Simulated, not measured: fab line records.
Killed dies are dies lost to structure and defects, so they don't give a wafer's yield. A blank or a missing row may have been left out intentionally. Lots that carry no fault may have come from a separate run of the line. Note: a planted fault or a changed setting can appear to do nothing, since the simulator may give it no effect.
Split-lot trial    flow n5Finfet    7 lots, 39 wafers read, on a route of 1938 steps

== ON THE SPLIT ==
At N5_GATE_CUT_EXPOSE_10 (exposes mask GATE CUT, target cd 20 nm), the setting doseMj was moved away from the recipe's 43.25 on 12 of the 39 wafers read, by -6.2% to +4.4%. All remaining wafers had this setting at the recipe value.

== FROM THE SPLIT TO THE READING: what the file shows between them, 2 steps ==
- N5_GATE_CUT_PEB_11: peb time 60 s
- N5_GATE_CUT_DEVELOP_12: develop time 30 s

== THE READING ==
cdNm (nm) at N5_GATE_CUT_CD_MEAS_13, where the cd target is 20 nm. On this fab line, fault-free wafers typically give 20.01 nm with a standard deviation of 0.28 nm.

wafer   tool, chamber at the split  doseMj as run  against the recipe  cdNm, nm  against lot-mates on the recipe
L074.1  euvScanner-02, 0            43.25          recipe              20.29     -
L074.2  euvScanner-02, 0            43.25          recipe              19.83     -
L074.3  euvScanner-02, 0            43.25          recipe              20.03     -
L074.4  euvScanner-02, 0            43.25          recipe              20.42     -
L074.5  euvScanner-02, 0            43.25          recipe              19.76     -
L074.6  euvScanner-02, 0            43.25          recipe              20.03     -
L075.1  euvScanner-02, 0            40.55          -6.2%               18.30     -1.78
L075.2  euvScanner-02, 0            43.25          recipe              19.82     -
L075.3  euvScanner-02, 0            43.25          recipe              20.14     -
L075.4  euvScanner-02, 0            43.25          recipe              20.27     -
L075.5  euvScanner-02, 0            40.55          -6.2%               18.97     -1.11
L075.6  euvScanner-02, 0            40.55          -6.2%               18.67     -1.41
L078.4  euvScanner-01, 0            43.25          recipe              19.93     -
L078.5  euvScanner-01, 0            43.25          recipe              20.10     -
L078.6  euvScanner-01, 0            43.25          recipe              20.02     -
L086.1  euvScanner-01, 0            43.25          recipe              20.01     -
L086.2  euvScanner-01, 0            43.25          recipe              19.98     -
L086.3  euvScanner-01, 0            43.25          recipe              20.09     -
L086.4  euvScanner-01, 0            43.25          recipe              20.01     -
L086.5  euvScanner-01, 0            43.25          recipe              19.94     -
L086.6  euvScanner-01, 0            43.25          recipe              19.84     -
L089.1  euvScanner-01, 0            43.25          recipe              20.04     -
L089.2  euvScanner-01, 0            44.19          +2.2%               20.18     +0.43
L089.3  euvScanner-01, 0            44.19          +2.2%               20.28     +0.53
L089.4  euvScanner-01, 0            44.19          +2.2%               20.07     +0.32
L089.5  euvScanner-01, 0            43.25          recipe              20.03     -
L089.6  euvScanner-01, 0            43.25          recipe              19.19     -
L091.1  euvScanner-01, 0            43.25          recipe              19.89     -
L091.2  euvScanner-01, 0            45.17          +4.4%               21.14     +1.15
L091.3  euvScanner-01, 0            45.17          +4.4%               20.88     +0.89
L091.4  euvScanner-01, 0            43.25          recipe              20.34     -
L091.5  euvScanner-01, 0            43.25          recipe              19.75     -
L091.6  euvScanner-01, 0            45.17          +4.4%               20.90     +0.91
L094.1  euvScanner-02, 0            41.65          -3.7%               19.39     -0.71
L094.2  euvScanner-02, 0            43.25          recipe              20.27     -
L094.3  euvScanner-02, 0            41.65          -3.7%               19.34     -0.76
L094.4  euvScanner-02, 0            43.25          recipe              20.18     -
L094.5  euvScanner-02, 0            41.65          -3.7%               19.35     -0.75
L094.6  euvScanner-02, 0            43.25          recipe              19.84     -

FIT RESULTS
A straight line over all 39 wafers: cdNm changes by +0.201 nm for each +1% of doseMj; r = +0.90; the points scatter about the line by 0.24 nm.
The same after taking each lot's own level away (the mean of its wafers on the recipe; 39 wafers): +0.219 nm for each +1%; r = +0.94; scatter 0.21 nm.
On that fit, the largest move of doseMj shifts the reading by 1.4 nm.
Measured against the standard deviation above, the lots' own levels, which go from 19.753 to 20.097 nm, span 1.2 times it.
Hence the lot-to-lot level has little effect on the slope; both slopes agree.
Check: with one of the wafers moved furthest among these (-6.2%) left out of the fit, the line predicts -1.28 nm for it against its lot-mates. It came out at -1.78 nm against them.

== THE WHOLE CHAIN: every reading that the file lists as answering this split, in the file's order ==
step                    what it does                                          reading                                                         change (the file's fit)                r (the file's)
N5_GATE_CUT_CD_MEAS_13  target cd 20 nm                                       cdNm                                                            +0.219 nm for each +1% of the setting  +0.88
N5_GATE_CUT_DESCUM_18   chemistry O2, time 7 s                                GATE_CUT.cdNm (the simulator's own value, which no gauge read)  +0.226 nm for each +1% of the setting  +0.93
N5_GATE_CUT_ETCH_36     etches SiARC in CF4, target depth 13 nm, time 21.7 s  GATE_CUT.cdNm (the simulator's own value, which no gauge read)  +0.223 nm for each +1% of the setting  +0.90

== FILE'S OWN FIT ==
cdNm changes by +0.219 nm for each +1% of doseMj, r = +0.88.
